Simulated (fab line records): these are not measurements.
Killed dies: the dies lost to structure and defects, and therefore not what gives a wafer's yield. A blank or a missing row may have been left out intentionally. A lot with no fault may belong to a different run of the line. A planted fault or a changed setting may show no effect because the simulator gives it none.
Matching of chambers || flow nandHarc || 3 sister chambers for NHARC_A_STAIRCASE_DEP_301 on pecvd-04
The step deposits SiON, target thk 30 nm. 6 wafers are shown with their chamber, then 11 later ones without.

WAFERS, EACH WITH ITS CHAMBER
{"wafer": "L085.1", "chamber": 0, "heaterPowerW (W)": 935}
{"wafer": "L085.2", "chamber": 1, "heaterPowerW (W)": 732}
{"wafer": "L088.1", "chamber": 2, "heaterPowerW (W)": 681}
{"wafer": "L088.2", "chamber": 0, "heaterPowerW (W)": 886}
{"wafer": "L088.3", "chamber": 1, "heaterPowerW (W)": 734}
{"wafer": "L090.3", "chamber": 2, "heaterPowerW (W)": 649}

WAFERS MISSING THEIR CHAMBER
{"wafer": "L090.4", "heaterPowerW (W)": 674}
{"wafer": "L090.6", "heaterPowerW (W)": 936}
{"wafer": "L093.1", "heaterPowerW (W)": 701}
{"wafer": "L093.3", "heaterPowerW (W)": 880}
{"wafer": "L093.6", "heaterPowerW (W)": 733}
{"wafer": "L095.1", "heaterPowerW (W)": 843}
{"wafer": "L095.2", "heaterPowerW (W)": 619}
{"wafer": "L095.3", "heaterPowerW (W)": 784}
{"wafer": "L097.1", "heaterPowerW (W)": 678}
{"wafer": "L097.5", "heaterPowerW (W)": 690}
{"wafer": "L097.6", "heaterPowerW (W)": 876}

WHICH CHAMBER EACH WENT THROUGH
{"wafer": "L090.4", "from the rows above": 2, "in truth": 2}
{"wafer": "L090.6", "from the rows above": 0, "in truth": 0}
{"wafer": "L093.1", "from the rows above": "can't be placed: 1 or 2", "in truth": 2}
{"wafer": "L093.3", "from the rows above": 0, "in truth": 0}
{"wafer": "L093.6", "from the rows above": 1, "in truth": 1}
{"wafer": "L095.1", "from the rows above": "can't be placed: 0 or 1", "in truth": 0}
{"wafer": "L095.2", "from the rows above": 2, "in truth": 2}
{"wafer": "L095.3", "from the rows above": 1, "in truth": 1}
{"wafer": "L097.1", "from the rows above": "can't be placed: 2 or 1", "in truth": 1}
{"wafer": "L097.5", "from the rows above": "can't be placed: 2 or 1", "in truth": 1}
{"wafer": "L097.6", "from the rows above": 0, "in truth": 0}
Correctly placed: 7 of 11. Not placeable from these rows: 4 (in 4, the candidates include the true chamber). Number placed wrongly: 0.
How it was worked out, from the rows above alone: a wafer's distance from a chamber is the root of the sum, over the readings, of the square of ((its reading less the chamber's mean) divided by the reading's scatter). If the next closest chamber is less than 2 further off than the closest, the wafer can't be placed; otherwise it belongs to the closest. A chamber's mean is the mean of its shown wafers. The scatter is the square root of a quotient: the sum, over the shown wafers, of each reading's squared deviation from its chamber's mean, divided by wafers minus chambers.
